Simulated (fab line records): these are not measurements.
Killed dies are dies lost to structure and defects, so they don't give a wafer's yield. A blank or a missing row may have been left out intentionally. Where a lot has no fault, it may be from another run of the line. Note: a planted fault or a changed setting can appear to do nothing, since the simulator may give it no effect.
Matching of chambers	flow nandHarc	NHARC_A_STAIRCASE_TRIM_220 on rieDiel-01 has 4 sister chambers
The step chemistry O2, time 211.2 s. 4 wafers are shown with their chamber, then 11 later ones without.

WAFERS, EACH WITH ITS CHAMBER
wafer	chamber	showerheadPlenumPTorr (Torr)
L087.6	2	3.60
L089.4	1	3.59
L089.5	0	3.75
L089.2	3	3.34

WAFERS WHOSE CHAMBER IS MISSING
wafer	showerheadPlenumPTorr (Torr)
L089.3	3.60
L089.6	3.59
L091.2	3.60
L091.4	3.75
L091.5	3.59
L092.2	3.75
L092.5	3.33
L092.6	3.60
L096.1	3.33
L096.2	3.58
L096.3	3.59

THE CHAMBER EACH PASSED THROUGH
wafer	from the rows above	in truth
L089.3	can't be placed: 2 or 1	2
L089.6	can't be placed: 1 or 2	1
L091.2	can't be placed: 2 or 1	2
L091.4	0	0
L091.5	can't be placed: 1 or 2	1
L092.2	0	0
L092.5	3	3
L092.6	can't be placed: 2 or 1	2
L096.1	3	3
L096.2	can't be placed: 1 or 2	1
L096.3	can't be placed: 1 or 2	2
Placed correctly: 4 of 11. Cannot be placed on the basis of these rows: 7; the candidates contain the true chamber in 7. Placed wrongly: 0.
How it was worked out, from the rows above alone: a wafer's distance from a chamber is the root of the sum, over the readings, of the square of ((its reading less the chamber's mean) divided by the reading's scatter). The wafer belongs to the nearest chamber; if the next one is less than 2 further off, it can't be placed. Each chamber's mean is taken over the wafers shown for it. The scatter: root of mean squared gap, hidden wafer to nearest shown wafer, with one shown wafer a chamber.
